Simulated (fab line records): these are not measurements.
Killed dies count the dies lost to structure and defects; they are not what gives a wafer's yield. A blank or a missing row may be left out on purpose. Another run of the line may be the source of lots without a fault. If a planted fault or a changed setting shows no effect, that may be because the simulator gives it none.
Struck lot and sound lot, side by side ; flow n5Finfet ; 14 out of 1938 route steps
Sound: the wafers L927.4, L927.5, L927.6. Wafers L941.3, L941.5, L941.6 were the ones struck. At the end, the cause is stated.
For every step that has rows: the tool of each side, followed by ch and its chambers, followed by its first start. Under that, the readings that differ: sound wafers ; struck wafers ; difference of the means ; sigmas: that difference in standard deviations of wafers without a fault.
alike: readings with means less than 2 such deviations apart, plus words and numbers identical on both sides. not compared: withheld readings, readings lacking a value on some wafer, bounds such as >300 that could conceal the same value, and numbers that have no deviation in the record and whose values overlap.
The two part at a step that has a row with sigmas, a row that says differs or no value, or rows on one side only. When numbers do not overlap yet have no deviation, they are printed without sigmas and do not part them. A reading missing from all wafers of one side parts the sides only when that side holds two or more wafers.

first, 1 step without rows for these wafers: N5_BEOL_M7_STRIP_68 (strips in N2/H2).
N5_BEOL_M7_STRIP_67: strips in CF4.
  sound on rieDiel-06 ch 0,1,3, day 9 09:39; struck on rieDiel-05 ch 1,2, day 12 22:28
reading;sound;struck;difference;sigmas
throttleValvePct (%);13.97 13.65 13.73;13.03 13.03 13.57;-0.57;-2
  alike: drypumpMotorCurrentA, oesProductAu, rfVppV, showerheadPlenumPTorr
  not compared: rfHoursCounterH
N5_BEOL_M7_HM_OPEN_17: chemistry Cl2/BCl3, target TiN, target depth 20 nm, overetch 6 nm.
  sound on rieMetal-02 ch 0,1, day 9 09:43; struck on rieMetal-03 ch 0,1, day 12 22:32
reading;sound;struck;difference;sigmas
oesProductAu (a.u.);0.76 0.76 0.65;0.65 0.55 0.64;-0.11;-2
throttleValvePct (%);22.24 22.22 22.12;22.47 22.36 22.44;+0.23;+2
  alike: bcl3FlowSccm, drypumpMotorCurrentA, mfcCl2Sccm, oes_ar_750_au
  not compared: rfHoursCounterH
N5_BEOL_M7_STRIP_19: strips in O2.
  sound on rieDiel-06 ch 0,1,3, day 9 09:50; struck on rieDiel-01 ch 1,2, day 12 22:37
  alike: drypumpMotorCurrentA, oesProductAu, rfVppV, showerheadPlenumPTorr, throttleValvePct
  not compared: rfHoursCounterH
N5_BEOL_M7_CD_MEAS_18: pitch 80 nm, target cd 40 nm.
  sound: cdSem-03 at day 9 09:53; struck: cdSem-02 at day 12 22:41
  alike: cdNm
then, 7 steps without rows for these wafers: N5_BEOL_M7_COAT_63 (time 60 s, resist thk 60 nm); N5_BEOL_M7_COAT_64 (time 60 s, resist thk 12 nm); N5_BEOL_M7_COAT_71 (time 60 s, resist thk 5 nm); N5_BEOL_M7_COAT_22 (resist thk 30 nm); N5_BEOL_M7_EBR_24; N5_BEOL_M7_SOFTBAKE_23 (time 60 s); N5_BEOL_M7_EXPOSE_25 (exposes mask V6, target cd 40 nm).
N5_BEOL_M7_PEB_26: peb time 60 s.
  sound on lithoTrack-02 ch 0, day 9 10:08; struck on lithoTrack-01, day 13 02:20
  no value came back on the struck wafers for chillPlateTempC (C), exhaustPa (Pa); on the sound wafers chillPlateTempC (C) reads 22.87 22.96 22.74
then, 1 step without rows for these wafers: N5_BEOL_M7_DEVELOP_27 (develop time 30 s).

## WHERE THEY PART
At N5_BEOL_M7_STRIP_67 first; at N5_BEOL_M7_PEB_26 last (within this record only).

WHY: the cause the simulator had injected
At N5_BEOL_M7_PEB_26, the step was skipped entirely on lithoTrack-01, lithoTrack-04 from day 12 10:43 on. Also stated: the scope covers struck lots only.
